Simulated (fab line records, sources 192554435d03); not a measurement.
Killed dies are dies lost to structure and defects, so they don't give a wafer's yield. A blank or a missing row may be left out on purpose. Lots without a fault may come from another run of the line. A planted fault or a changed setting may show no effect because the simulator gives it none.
Split-lot experiment | flow n5_finfet | 7 lots, 21 wafers read, on a route of 1938 steps

THE SPLIT
At N5_DUMMY_GATE_ETCH_32 (etches SiO2 in CF4, target depth 3.5 nm, time 3.9 s), the setting time_s was moved away from the recipe's 3.9 s on 5 of the 21 wafers read, by -12.4% to +9.6%. The other wafers ran this setting at the recipe's value.

The reading is taken at the split's own step.

THE READING
etch.depth_nm (the simulator's own value, which no gauge read), in nm, at N5_DUMMY_GATE_ETCH_32 (etches SiO2 in CF4, target depth 3.5 nm, time 3.9 s). The file gives no usual value for it. The 16 wafers here that ran the recipe average 3.516 nm, standard deviation 0.047 nm.

wafer  | tool, chamber at the split | time_s as run, s | against the recipe | etch.depth_nm, nm | against lot-mates on the recipe
L076.2 | rie_si-06, 3               | 3.9              | recipe             | 3.544             | -
L076.3 | rie_si-06, 2               | 3.9              | recipe             | 3.506             | -
L076.6 | rie_si-06, 0               | 3.9              | recipe             | 3.512             | -
L077.1 | rie_si-02, 2               | 3.9              | recipe             | 3.397             | -
L077.3 | rie_si-02, 1               | 4.249            | +8.9%              | 3.823             | +0.362
L077.5 | rie_si-02, 1               | 3.9              | recipe             | 3.525             | -
L089.1 | rie_si-06, 1               | 3.9              | recipe             | 3.532             | -
L089.4 | rie_si-06, 1               | 3.9              | recipe             | 3.532             | -
L089.5 | rie_si-06, 0               | 4.275            | +9.6%              | 3.877             | +0.345
L090.2 | rie_si-06, 1               | 4.191            | +7.5%              | 3.813             | +0.288
L090.3 | rie_si-06, 3               | 3.9              | recipe             | 3.525             | -
L090.6 | rie_si-06, 3               | 4.191            | +7.5%              | 3.82              | +0.295
L094.1 | rie_si-02, 1               | 3.9              | recipe             | 3.572             | -
L094.2 | rie_si-02, 0               | 3.9              | recipe             | 3.506             | -
L094.3 | rie_si-02, 2               | 3.9              | recipe             | 3.411             | -
L095.1 | rie_si-06, 3               | 3.9              | recipe             | 3.562             | -
L095.2 | rie_si-06, 0               | 3.9              | recipe             | 3.516             | -
L095.5 | rie_si-06, 3               | 3.9              | recipe             | 3.576             | -
L097.4 | rie_si-04, 2               | 3.9              | recipe             | 3.512             | -
L097.5 | rie_si-04, 2               | 3.417            | -12.4%             | 3.059             | -0.461
L097.6 | rie_si-04, 3               | 3.9              | recipe             | 3.528             | -

THE FIT
A straight line over all 21 wafers: etch.depth_nm changes by +0.0374 nm for each +1% of time_s; r = +0.97; the points scatter about the line by 0.044 nm.
The same after taking each lot's own level away (the mean of its wafers on the recipe; 21 wafers): +0.0379 nm for each +1%; r = +0.98; scatter 0.037 nm.
On that fit, the largest move of time_s shifts the reading by 0.47 nm.
The lots' own levels span 3.4610 to 3.5513 nm, that is 1.9 times the standard deviation above.
So the lot-to-lot level changes the slope little: the two slopes agree.
Check: with one of the wafers moved furthest among these (-12.4%) left out of the fit, the line predicts -0.475 nm for it against its lot-mates. It came out at -0.461 nm against them.

OTHER SPLITS ON THESE WAFERS
These wafers also went through other splits before the reading. Each is held against what the fit with the lots' levels taken away leaves over:
other split on the same wafers | wafers away from the commonest value | r with etch.depth_nm (lot level and that fit taken away)
N5_WELL_APT_COAT_02 spin_rpm   | 5                                    | -0.29
N5_WELL_APT_PEB_06 peb_time_s  | 6                                    | -0.11
N5_FIN_SAQP_PECVD_06 time_s    | 5                                    | +0.17
N5_FIN_SAQP_COAT_49 spin_rpm   | 6                                    | +0.22

THE FILE'S OWN FIT
etch.depth_nm changes by +0.0378 nm for each +1% of time_s, r = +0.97.
